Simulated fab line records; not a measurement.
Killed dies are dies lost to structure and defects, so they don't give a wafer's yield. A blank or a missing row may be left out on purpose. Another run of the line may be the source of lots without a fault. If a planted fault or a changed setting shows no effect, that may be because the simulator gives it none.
Chamber matching ; flow nand harc ; rie diel-11 running NHARC_A_STAIRCASE_DESCUM_168: 4 sister chambers
The step chemistry O2, time 3 s. 16 wafers are shown with their chamber, then 8 later ones without.

== WAFERS, EACH WITH ITS CHAMBER ==
wafer;chamber;showerhead plenum p Torr (Torr);oes product au (a.u.);throttle valve pct (%)
L075.2;3;2.07;1.002;11.293
L075.3;2;1.85;1.022;11.289
L075.4;1;1.90;1.007;11.319
L079.1;1;1.90;1.009;11.319
L079.2;0;2.04;1.016;11.307
L079.5;3;2.06;0.998;11.308
L078.2;3;2.06;0.997;11.313
L078.3;1;1.90;0.999;11.307
L078.6;2;1.85;1.017;11.308
L082.1;2;1.84;1.011;11.306
L082.3;1;1.89;0.986;11.311
L082.5;0;2.04;1.005;11.298
L084.3;0;2.04;0.996;11.301
L084.5;0;2.04;1.000;11.324
L084.6;1;1.89;0.991;11.307
L086.2;0;2.04;0.993;11.309

SIGNATURES (means of the wafers above)
reading;chamber 0;chamber 1;chamber 2;chamber 3;scatter within a chamber
showerhead plenum p Torr;2.0400;1.8960;1.8467;2.0633;0.00459
oes product au;1.00200;0.99840;1.01667;0.99900;0.00814
throttle valve pct;11.30780;11.31260;11.30100;11.30467;0.00908
Rule: a wafer's distance from a chamber is the root of the sum, over the readings, of the square of ((its reading less the chamber's mean) divided by the reading's scatter). The wafer belongs to the nearest chamber; if the next one is less than 2 further off, it can't be placed. How the scatter is found: for the shown wafers, subtract from each reading the mean of its chamber, square and add these, divide the total by (wafers less chambers), then take the root.

== WAFERS WITH NO CHAMBER GIVEN ==
wafer;showerhead plenum p Torr (Torr);oes product au (a.u.);throttle valve pct (%)
L086.3;1.84;1.012;11.299
L086.6;1.84;1.007;11.313
L091.2;1.84;1.001;11.303
L091.3;2.03;1.000;11.306
L091.6;1.88;0.986;11.304
L096.1;2.04;0.988;11.316
L096.3;1.83;1.017;11.310
L096.4;2.02;1.013;11.327

== EACH ONE'S CHAMBER ==
wafer;from the rows above;in truth
L086.3;2;2
L086.6;2;2
L091.2;2;2
L091.3;0;0
L091.6;1;1
L096.1;0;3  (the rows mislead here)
L096.3;2;2
L096.4;0;0
7 of 8 placed correctly. From these rows, 0 cannot be placed. Placed wrongly: 1.
